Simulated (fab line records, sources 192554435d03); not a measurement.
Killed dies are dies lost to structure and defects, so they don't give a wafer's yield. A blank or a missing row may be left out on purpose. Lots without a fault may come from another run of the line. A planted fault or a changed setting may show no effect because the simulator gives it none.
Problem report in the 8D (eight disciplines) form, filled by code | flow n5_finfet | the parts of the form that need people (team, actions taken, sign-off) are left out

1. THE PROBLEM
spin_speed_rpm at N5_BEOL_M9_COAT_59 reads a mean of 1454.7 rpm on 6 wafers of 2 lots; wafers without a fault read 1500.1 rpm with a standard deviation of 1.2. That is -38 standard deviations from the usual mean.
The step: time 60 s, resist thk 100 nm.
First seen on wafer L652.4, day 13 16:17, on litho_track-03. The record holds 12 wafers of 4 lots with a number at this step. Rule for "out", or "out of limits": more than 4 standard deviations from the usual mean. The other wafers with a number count as sound.

2. WHAT IT IS AND WHAT IT IS NOT
question                    | is                     | is not
which readings at this step | spin_speed_rpm         | -
which lots                  | L652, L654             | L638, L642
which wafers of those lots  | all that have a number | -
read on which tools         | litho_track-03         | litho_track-02
when                        | from day 13 16:17      | up to then (6 sound wafers)

3. SUSPECTS, AND WHAT RULES EACH OUT
Counting: a tool at a process step up to the reading stays a suspect if it ran every lot that is out and no sound lot after the first of them.
- litho_track-03 at N5_BEOL_M9_COAT_59 (time 60 s, resist thk 100 nm): kept. It ran every lot that is out, first L652 (day 13 16:17), and no sound lot after that; its last sound lot up to then is L642 (day 11 11:44). Its own readings are out on those wafers: spin_speed_rpm.
Left after counting: litho_track-03 at N5_BEOL_M9_COAT_59.

4. THE CAUSE (what the simulator had put in)
Process parameter drift: litho_track-03, from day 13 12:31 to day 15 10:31, at N5_BEOL_M9_COAT_59. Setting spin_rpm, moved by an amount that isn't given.
Counting left only this tool.

5. THE CHAIN OF EFFECTS, in route order
Each row: a reading whose mean over the struck wafers that have a number lies more than 3 standard deviations from the usual. Only readings for which the record gives a usual standard deviation are gone through. hours: the time from each lot's start at the first step in this table that gives one to its start at this step, as a median over the lots. sigmas: the change in usual standard deviations.
hours | step               | reading        | usual      | on struck wafers | change | sigmas
0     | N5_BEOL_M9_COAT_59 | spin_speed_rpm | 1500.1 rpm | 1454.7           | -45.4  | -38
The process steps in it:
- N5_BEOL_M9_COAT_59: time 60 s, resist thk 100 nm.

6. WHAT WOULD HAVE CAUGHT IT SOONER
In this record the first reading out of limits was taken at day 13 16:17, 4 hours after the fault began at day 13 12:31.
